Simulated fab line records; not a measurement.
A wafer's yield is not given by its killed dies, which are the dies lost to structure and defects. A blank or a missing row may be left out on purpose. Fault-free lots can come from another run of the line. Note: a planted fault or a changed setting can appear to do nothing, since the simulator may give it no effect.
fab line records ; flow n5Finfet
record lots=6; wafers=18; lastDay=16
route steps=1938 shown MOL_CONTACT_COAG@550 BEOL_M4@1111 PASSIVATION@1936
lots that met no fault: from a run of the same line without faults
startH: hours from the record's opening day to when the first of the lot's shown wafers began ; waitH: time in hours since the lot's previous step ; " repeats the value in the row above ; L1.1+2: a single row standing in for several wafers ; - no value present, or no start provided ; * or withheld: withheld ; < > ~ a bound
route shown NAME@n: names a module that has steps shown in the file, with the first one's number in the route ; usual: the fault-free wafers' mean and standard deviation ; same: alike in all rows ; chamber/n: place in a boat ; sites: readings site by site ; _std_site: the standard deviation of these ; _edge_site: mean of outer sites minus mean of inner sites ; radiusMm: how far each site lies from the wafer's centre ; mask NAME#n: copy n ; behind: the tool/chamber that last shaped the wafer ; hold: what put the lot on hold/how long, in hours/how the hold closed ; device: the transistor (n, p or np) that didn't switch ; end of line: the route-end tests of the same wafers ; step lacking rows: just its recipe ; killed: count of dies lost to structure and defects at first sort (not the wafer's yield) ; map: dies across one wafer; x = killed, . = not, _ = none there
set.NAME: the setting the step ran with; set.NAME@STEP: the setting that earlier step ran with ; model.NAME: the simulator's own value behind a step, which no gauge read
lots seen at some steps along the route; tables by step, rows by wafer
services: from which hour (startH, from the record's first day; less than 0 if before it) a tool's chamber was out of use, for how many hours, and why
## steps
# step N5_MOL_CONTACT_COAG_PRE_CLEAN_142
# recipe gas=H2/He; timeS=60; tempC=300
# usual heaterPowerW=490/69
lot.wafer;tool;chamber;startH;waitH;heaterPowerW
L343.1;pvdSputter-02;-;135.89;1.1;571
L343.3;pvdSputter-02;-;135.89;1.1;458
L343.6;pvdSputter-02;-;135.89;1.1;458
L347.2;pvdSputter-01;-;163.92;2.0;602
L347.3;pvdSputter-01;-;163.92;2.0;456
L347.6;pvdSputter-01;-;163.92;2.0;463
L350.3;pvdSputter-01;-;179.07;0.9;603
L350.5;pvdSputter-01;-;179.07;0.9;612
L350.6;pvdSputter-01;-;179.07;0.9;469
L351.1;pvdSputter-03;-;181.55;1.6;419
L351.4;pvdSputter-03;-;181.55;1.6;447
L351.6;pvdSputter-03;-;181.55;1.6;569
L354.3;pvdSputter-03;-;204.03;0.9;456
L354.4;pvdSputter-03;-;204.03;0.9;426
L354.6;pvdSputter-03;-;204.03;0.9;429
L356.1;pvdSputter-02;-;215.75;2.3;450
L356.5;pvdSputter-02;-;215.75;2.3;443
L356.6;pvdSputter-02;-;215.75;2.3;575
# step N5_MOL_CONTACT_COAG_SPUTTER_130
# recipe material=Co; targetThkA=475; tempC=25; chamberPressurePa=0.5; powerW=3000
# usual cathodeDcPowerW=3000.0/0.56; chamberPressurePa=0.4999/0.00092; substrateTempC=24.99/0.11; throttleValvePct=30.4/0.86
lot.wafer;tool;chamber;startH;waitH;cathodeDcPowerW;chamberPressurePa;substrateTempC;throttleValvePct
L343.1;pvdSputter-02;-;135.95;0.0;3000.5;0.4986;25.04;30.0
L343.3;pvdSputter-02;-;135.95;0.0;2999.8;0.4995;24.89;31.4
L343.6;pvdSputter-02;-;135.95;0.0;2999.8;0.4999;25.00;31.4
L347.2;pvdSputter-01;-;163.98;0.0;2998.9;0.5002;25.10;31.3
L347.3;pvdSputter-01;-;163.98;0.0;2999.3;0.4977;25.10;32.1
L347.6;pvdSputter-01;-;163.98;0.0;3000.0;0.4999;24.97;30.5
L350.3;pvdSputter-01;-;179.13;0.0;2999.3;0.4999;24.92;31.3
L350.5;pvdSputter-01;-;179.13;0.0;2999.6;0.5007;24.96;31.4
L350.6;pvdSputter-01;-;179.13;0.0;2999.4;0.4996;24.84;30.3
L351.1;pvdSputter-03;-;181.61;0.0;2999.6;0.4998;25.06;29.7
L351.4;pvdSputter-03;-;181.61;0.0;3000.7;0.5003;24.98;31.1
L351.6;pvdSputter-03;-;181.61;0.0;2999.1;0.5002;25.06;29.4
L354.3;pvdSputter-03;-;204.09;0.0;3000.0;0.4976;25.04;31.3
L354.4;pvdSputter-03;-;204.09;0.0;3000.4;0.4986;25.14;29.7
L354.6;pvdSputter-03;-;204.09;0.0;2999.6;0.4996;25.05;29.6
L356.1;pvdSputter-02;-;215.81;0.0;2999.5;0.5011;24.90;29.5
L356.5;pvdSputter-02;-;215.81;0.0;2999.7;0.4990;24.83;31.6
L356.6;pvdSputter-02;-;215.81;0.0;3000.2;0.4992;24.99;29.7
# step N5_MOL_CONTACT_COAG_PRECLEAN_125
# recipe chemistry=DIW; timeS=57.5; tempC=23
# step N5_MOL_CONTACT_COAG_SRD_126
# recipe dryTimeS=32; dry=n2Spin; spinRpm=1500
# step N5_MOL_CONTACT_COAG_CMP_23
# recipe stopOn=SiO2; tOverpolishS=1.5; postCmpClean=cuAlkaline; downForcePsi=2; platenRpm=50.289; padVelocityMS=1.0006; targetThkNm=0
# usual motorCurrentA=8.2/0.67; overpolishRunS=1.500/0.0091; timeToEndpointS=10.1/2.8
lot.wafer;tool;chamber;startH;waitH;motorCurrentA;overpolishRunS;timeToEndpointS
L343.1;cmp-02;1;136.16;0.1;8.7;1.502;11.0
L343.3;cmp-02;3;136.16;0.1;7.7;1.504;13.4
L343.6;cmp-02;0;136.16;0.1;8.0;1.518;14.0
L347.3;cmp-02;1;164.20;0.1;8.4;1.489;9.8
L347.2;cmp-02;3;164.20;0.1;8.5;1.498;11.0
L347.6;cmp-02;0;164.20;0.1;7.9;1.493;12.3
L350.3;cmp-03;2;179.31;0.0;8.4;1.514;7.5
L350.5;cmp-03;2;179.31;0.0;8.5;1.493;6.7
L350.6;cmp-03;3;179.31;0.0;7.8;1.501;4.8
L351.1;cmp-03;2;181.83;0.1;8.7;1.494;6.8
L351.4;cmp-03;0;181.83;0.1;8.0;1.513;9.9
L351.6;cmp-03;2;181.83;0.1;8.2;1.506;5.5
L354.3;cmp-02;1;204.27;0.0;8.2;1.507;12.1
L354.4;cmp-02;2;204.27;0.0;7.5;1.506;11.0
L354.6;cmp-02;1;204.27;0.0;7.9;1.499;11.8
L356.1;cmp-02;3;216.07;0.1;8.8;1.505;11.8
L356.6;cmp-02;1;216.07;0.1;8.1;1.511;8.8
L356.5;cmp-02;2;216.07;0.1;8.2;1.473;10.9
# step N5_MOL_CONTACT_COAG_WET_ETCH_26
# recipe target=Co; targetDepthNm=13
# step N5_MOL_CONTACT_COAG_WET_ETCH_116
# recipe chemistry=SC1-inhibited; targetDepthNm=4.6; dry=ipaMarangoni; rinseTimeS=30; rinseTempC=23
# step N5_MOL_CONTACT_COAG_ALD_27
# recipe material=SiOC; targetThkA=170; tempC=400; aldPrecursorFamily=carbosiloxane; aldCoReactant=H2-plasma; pulseTimeS=1.5; timeS=2720; purgeTimeS=2; coReactantPurgeTimeS=2; aldCycles=340; pressureTorr=2
# usual heaterPowerW=872/94; precursorPulseHeightRel=0.999/0.022; susceptorTempC=400.02/0.2
lot.wafer;tool;chamber;startH;waitH;heaterPowerW;precursorPulseHeightRel;susceptorTempC
L343.1;aldSin-01;3;136.95;0.0;860;0.977;399.99
L343.3;aldSin-01;1;136.95;0.0;888;1.043;399.88
L343.6;aldSin-01;0;136.95;0.0;777;0.985;400.26
L347.2;aldSin-01;3;165.02;0.0;868;0.995;399.64
L347.3;aldSin-01;1;165.02;0.0;872;0.990;399.82
L347.6;aldSin-01;3;165.02;0.0;866;0.996;399.81
L350.3;aldSin-03;1;181.17;1.1;860;1.000;400.28
L350.5;aldSin-03;2;181.17;1.1;900;0.999;400.09
L350.6;aldSin-03;1;181.17;1.1;838;0.981;400.30
L351.1;aldSin-03;3;185.95;3.4;847;1.001;400.32
L351.4;aldSin-03;1;185.95;3.4;846;1.010;399.86
L351.6;aldSin-03;2;185.95;3.4;918;1.000;400.08
L354.3;aldSin-01;0;205.09;0.0;775;1.007;399.64
L354.4;aldSin-01;1;205.09;0.0;867;1.024;400.19
L354.6;aldSin-01;3;205.09;0.0;826;1.031;399.79
L356.1;aldSin-04;1;217.17;0.4;809;0.986;400.19
L356.5;aldSin-04;3;217.17;0.4;1078;1.023;400.14
L356.6;aldSin-04;2;217.17;0.4;930;0.976;399.94
# step N5_MOL_CONTACT_COAG_CMP_28
# recipe stopOn=SiNx; tOverpolishS=0.85; postCmpClean=alkalineBrush; downForcePsi=4.15; platenRpm=51.8; padVelocityMS=1.0307; targetThkNm=14.522
# usual motorCurrentA=12.6/1; timeToEndpointS=5.0/2.8
lot.wafer;tool;chamber;startH;waitH;motorCurrentA;timeToEndpointS
L343.3;cmp-01;2;138.52;0.8;14.3;7.4
L343.1;cmp-01;0;138.52;0.8;13.0;5.8
L343.6;cmp-01;2;138.52;0.8;14.2;6.4
L347.3;cmp-03;3;166.63;0.8;11.8;0.0
L347.2;cmp-03;1;166.63;0.8;10.9;0.0
L347.6;cmp-03;2;166.63;0.8;14.0;0.8
L350.3;cmp-02;3;182.82;0.9;13.0;7.7
L350.5;cmp-02;1;182.82;0.9;12.4;4.3
L350.6;cmp-02;2;182.82;0.9;12.2;7.3
L351.4;cmp-02;2;187.59;0.9;12.2;6.6
L351.1;cmp-02;3;187.59;0.9;13.4;6.7
L351.6;cmp-02;0;187.59;0.9;12.8;9.1
L354.4;cmp-03;0;206.66;0.0;12.8;6.0
L354.3;cmp-03;3;206.66;0.0;11.7;0.0
L354.6;cmp-03;1;206.66;0.0;11.5;0.0
L356.1;cmp-03;1;218.81;0.9;11.5;4.2
L356.5;cmp-03;3;218.81;0.9;12.7;0.9
L356.6;cmp-03;0;218.81;0.9;12.3;11.5
# step N5_MOL_CONTACT_COAG_THK_MEAS_29
# recipe reads=SiNx_of_GATE_CUT_PECVD_57+SiNx_of_GATE_CUT_SAC_CAP_01
# usual MD_CAP_THK=17.92/0.1
lot.wafer;tool;chamber;startH;waitH;MD_CAP_THK[nm]
L343.1;filmMetro-01;-;138.81;-;17.90
L343.3;filmMetro-01;-;138.81;-;17.87
L343.6;filmMetro-01;-;138.81;-;17.93
L347.2;filmMetro-02;-;166.88;-;17.79
L347.3;filmMetro-02;-;166.88;-;17.83
L347.6;filmMetro-02;-;166.88;-;17.84
L350.3;filmMetro-02;-;183.04;-;17.84
L350.5;filmMetro-02;-;183.04;-;17.74
L350.6;filmMetro-02;-;183.04;-;18.05
L351.1;filmMetro-02;-;187.81;-;18.01
L351.4;filmMetro-02;-;187.81;-;17.94
L351.6;filmMetro-02;-;187.81;-;18.05
L354.3;filmMetro-02;-;206.96;-;17.80
L354.4;filmMetro-02;-;206.96;-;17.85
L354.6;filmMetro-02;-;206.96;-;17.88
L356.1;filmMetro-02;-;219.03;-;17.91
L356.5;filmMetro-02;-;219.03;-;17.99
L356.6;filmMetro-02;-;219.03;-;17.93
# step N5_MOL_CONTACT_COAG_ALD_123
# recipe material=SiNx; targetThkA=50; tempC=400; aldPrecursorFamily=SiH2I2; aldCoReactant=N2/H2-plasma; pulseTimeS=1; purgeTimeS=2; coReactantPurgeTimeS=2; aldCycles=100; pressureTorr=2
# usual heaterPowerW=868/86; precursorPulseHeightRel=1.000/0.021; susceptorTempC=399.99/0.24
lot.wafer;tool;chamber;startH;waitH;heaterPowerW;precursorPulseHeightRel;susceptorTempC
L343.1;aldSin-01;2;138.85;0.0;1063;0.987;399.98
L343.3;aldSin-01;3;138.85;0.0;867;0.996;399.75
L343.6;aldSin-01;2;138.85;0.0;1072;1.000;400.14
L347.2;aldSin-03;0;166.92;0.0;841;1.034;399.73
L347.3;aldSin-03;3;166.92;0.0;859;0.985;400.04
L347.6;aldSin-03;0;166.92;0.0;845;0.954;399.59
L350.3;aldSin-03;2;187.49;4.5;879;0.982;392.76
L350.5;aldSin-03;2;187.49;4.5;889;1.009;392.77
L350.6;aldSin-03;3;187.49;4.5;812;1.007;393.38
L351.1;aldSin-03;1;191.48;3.7;800;1.008;392.59
L351.4;aldSin-03;0;191.48;3.7;802;0.966;393.04
L351.6;aldSin-03;2;191.48;3.7;881;0.980;393.27
L354.3;aldSin-01;0;207.05;0.1;802;0.973;399.82
L354.4;aldSin-01;3;207.05;0.1;805;1.002;400.12
L354.6;aldSin-01;1;207.05;0.1;858;1.019;400.09
L356.1;aldSin-04;1;219.07;0.0;821;1.020;399.88
L356.5;aldSin-04;1;219.07;0.0;808;0.998;400.07
L356.6;aldSin-04;2;219.07;0.0;959;1.027;400.07
# step N5_MOL_CONTACT_COAG_PECVD_31
# recipe material=SiO2; targetThkA=460; tempC=400; precursor=TEOS/O2; pressureTorr=6.5; rfW=withheld; teosFlowSccm=withheld; gas=O2; flowSccm=2650; timeS=8.9
# step N5_BEOL_M4_RC_MEAS_101
# usual DIBL_N=36.3/1.7; DIBL_P=36.5/1.8; IOFF_N=0.16/0.033; IOFF_P=0.21/0.037; ION_N=675/11; ION_P=462/7.9; SS_N=71.6/0.64; SS_P=73.3/0.68; VT_N=249/3.3; VT_P=-250/3.3
lot.wafer;tool;chamber;startH;waitH;DIBL_N[mV/V];DIBL_P[mV/V];IOFF_N[nA/um];IOFF_P[nA/um];ION_N[uA/um];ION_P[uA/um];SS_N[mV/dec];SS_P[mV/dec];VT_N[mV];VT_P[mV]
L343.1;prober-02;0;198.02;0.0;37.5;37.3;0.17;0.25;683;467;72.0;73.1;247;-247
L343.3;prober-02;0;198.02;0.0;37.4;38.3;0.16;0.25;670;460;71.1;73.2;253;-246
L343.6;prober-02;0;198.02;0.0;37.6;38.0;0.17;0.25;681;471;71.4;73.1;248;-248
L347.2;prober-01;0;225.41;0.2;34.4;32.5;0.13;0.16;660;450;71.4;72.5;252;-255
L347.3;prober-01;0;225.41;0.2;36.8;36.6;0.17;0.21;674;455;71.7;73.4;250;-252
L347.6;prober-01;0;225.41;0.2;36.9;36.5;0.18;0.21;671;458;71.9;73.2;247;-252
L350.3;prober-01;0;254.00;0.3;36.9;36.9;0.18;0.27;688;476;71.6;73.2;246;-244
L350.5;prober-01;0;254.00;0.3;38.6;38.4;0.22;0.32;683;476;72.2;73.3;246;-241
L350.6;prober-01;0;254.00;0.3;37.9;38.2;0.20;0.30;678;472;72.1;73.5;247;-242
L351.1;prober-02;0;256.50;0.0;36.5;35.7;0.17;0.23;677;470;71.7;73.0;246;-245
L351.4;prober-02;0;256.50;0.0;38.0;37.2;0.19;0.25;681;467;72.5;73.4;251;-249
L351.6;prober-02;0;256.50;0.0;37.7;36.5;0.18;0.24;668;461;71.5;73.6;248;-246
L354.3;prober-02;0;270.60;0.3;35.3;37.0;0.18;0.20;682;466;71.7;73.1;244;-251
L354.4;prober-02;0;270.60;0.3;37.3;39.7;0.21;0.24;679;456;71.7;73.4;247;-249
L354.6;prober-02;0;270.60;0.3;36.0;37.4;0.18;0.21;665;454;71.7;74.5;246;-249
L356.1;prober-02;0;287.94;0.0;35.1;35.5;0.16;0.19;689;469;72.3;73.0;248;-250
L356.5;prober-02;0;287.94;0.0;34.9;34.7;0.15;0.19;681;466;70.9;72.8;250;-249
L356.6;prober-02;0;287.94;0.0;33.3;33.1;0.13;0.17;679;465;70.6;73.0;251;-254
# step N5_PASSIVATION_PROBE_49
# usual defectLimitedYield=91.3/1.5; killed_at_M0_to_M3=34/9.4; killed_at_M4_up=13/5.3; killedAtContacts=13/5.7; killedAtFrontEnd=40/10; killedAtOther=3.7/2.8; killedDies=103/17; killedOpen=67/13; killedShort=35/8.5; sort_bin_5_function=5.0/0.98; sort_bin_6_memory=3.3/0.7; sortNPass=1077/17; sortYieldPct=91.3/1.5
# same grossDies=1180; killedAtBackSide=0; sort_bin_4_leakage[%]=0; sort_bin_8_speed[%]=0
lot.wafer;tool;chamber;startH;waitH;defectLimitedYield[%];killed_at_M0_to_M3;killed_at_M4_up;killedAtContacts;killedAtFrontEnd;killedAtOther;killedDies;killedOpen;killedShort;sort_bin_5_function[%];sort_bin_6_memory[%];sortNPass;sortYieldPct[%]
L347.2;prober-02;-;331.69;0.1;89.4;35;28;4;44;14;125;76;48;5.7;4.2;1055;89.4
L347.3;prober-02;-;331.74;0.1;89.9;41;17;10;48;3;119;81;32;5.6;3.7;1061;89.9
L347.6;prober-02;-;331.89;0.3;90.4;47;11;10;39;6;113;83;30;5.4;3.9;1067;90.4
L351.1;prober-01;-;365.16;0.0;87.3;56;11;13;69;1;150;96;53;6.8;5.3;1030;87.3
L351.4;prober-01;-;365.31;0.2;91.2;42;12;10;37;3;104;59;45;5.7;2.7;1076;91.2
L351.6;prober-01;-;365.41;0.3;90.6;34;13;9;53;2;111;57;54;5.0;4.1;1069;90.6
# killed by level:class
L347.2 BEOL_M0_SAQP:geometricParticle:short=14 BEOL_M4:geometricParticle:open=14 FIN_SAQP:geometricParticle:short=6 STI_FIN_REVEAL:geometricParticle:open=6 MIM_TOP_ETCH:geometricParticle:open=6 GATE_CUT:geometricParticle:short=5 BEOL_M0_SAQP:geometricParticle:open=5 BEOL_M6:geometricParticle:open=5
L347.3 BEOL_M0_SAQP:geometricParticle:open=18 FIN_SAQP:geometricParticle:open=13 MOL_CONTACT_COAG:geometricParticle:open=8 BEOL_M0_SAQP:geometricParticle:short=8 BEOL_M4:geometricParticle:open=7 FIN_SAQP:geometricParticle:short=6 DUMMY_GATE:geometricParticle:open=6 STI_FIN_REVEAL:geometricParticle:open=5
L347.6 BEOL_M2:geometricParticle:open=25 STI_FIN_REVEAL:geometricParticle:open=10 MOL_CONTACT_COAG:geometricParticle:open=9 BEOL_M0_SAQP:geometricParticle:open=7 BEOL_M3:geometricParticle:open=6 BEOL_M4:geometricParticle:open=6 DUMMY_GATE:geometricParticle:open=5 BEOL_M0_SAQP:geometricParticle:short=5
L351.1 STI_FIN_REVEAL:geometricParticle:open=21 BEOL_M0_SAQP:geometricParticle:short=21 FIN_SAQP:geometricParticle:open=18 BEOL_M0_SAQP:geometricParticle:open=16 FIN_SAQP:geometricParticle:short=13 MOL_CONTACT_COAG:geometricParticle:open=12 BEOL_M2:geometricParticle:open=5 BEOL_M6:geometricParticle:open=5
L351.4 BEOL_M0_SAQP:geometricParticle:open=13 FIN_SAQP:geometricParticle:short=9 BEOL_M0_SAQP:geometricParticle:short=9 MOL_CONTACT_COAG:geometricParticle:open=7 FIN_SAQP:geometricParticle:open=6 BEOL_M2:geometricParticle:open=6 STI_FIN_REVEAL:geometricParticle:open=5 BEOL_M4:geometricParticle:short=5
L351.6 FIN_SAQP:geometricParticle:short=18 FIN_SAQP:geometricParticle:open=9 STI_FIN_REVEAL:geometricParticle:open=9 BEOL_M4:geometricParticle:short=8 MOL_CONTACT_COAG:geometricParticle:open=7 BEOL_M0_SAQP:geometricParticle:short=6 BEOL_M1:geometricParticle:open=6 BEOL_M0_SAQP:geometricParticle:open=5
## services
tool;chamber;startH;hours;kind
cmp-02;-;111.91;0.3;repair
aldSin-04;-;114.85;6.1;pm
cmp-02;-;119.22;4.0;pm
pvdSputter-03;-;121.68;0.6;repair
cmp-01;-;121.79;5.5;pm
cmp-02;-;123.22;-;consumableReplace:conditioner
cmp-02;-;123.22;-;consumableReplace:pad
pvdSputter-02;-;124.42;3.5;repair
aldSin-01;3;124.75;5.7;repair
aldSin-01;3;131.07;3.9;repair
aldSin-01;1;137.73;1.7;repair
cmp-02;-;152.72;2.9;repair
aldSin-01;1;169.45;5.0;repair
aldSin-01;-;176.97;14.0;pm
aldSin-01;0;176.97;14.0;ventCycle
aldSin-01;1;176.97;14.0;ventCycle
aldSin-01;2;176.97;14.0;ventCycle
aldSin-01;3;176.97;14.0;ventCycle
cmp-03;-;185.30;6.0;repair
aldSin-01;0;190.97;-;clean
aldSin-01;1;190.97;-;clean
aldSin-01;2;190.97;-;clean
cmp-01;-;193.40;0.3;repair
aldSin-01;-;210.29;14.6;pm
## key
firstSign step=N5_MOL_CONTACT_COAG_ALD_123; reading=susceptorTempC; direction=down; sigmas=30; usual=*; struck=*
effect none on later readings
metAt N5_MOL_CONTACT_COAG_ALD_123
struckWafers L350.3,L350.5,L350.6,L351.1,L351.4,L351.6
onsetBetween 166.92 187.49
fault kind=processParameterDrift; tool=aldSin-03; chamber=-; onsetH=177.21; steps=N5_MOL_CONTACT_COAG_ALD_123; channel=tempC; offset=*; shape=step; endH=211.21; actsIn=*; stated=*
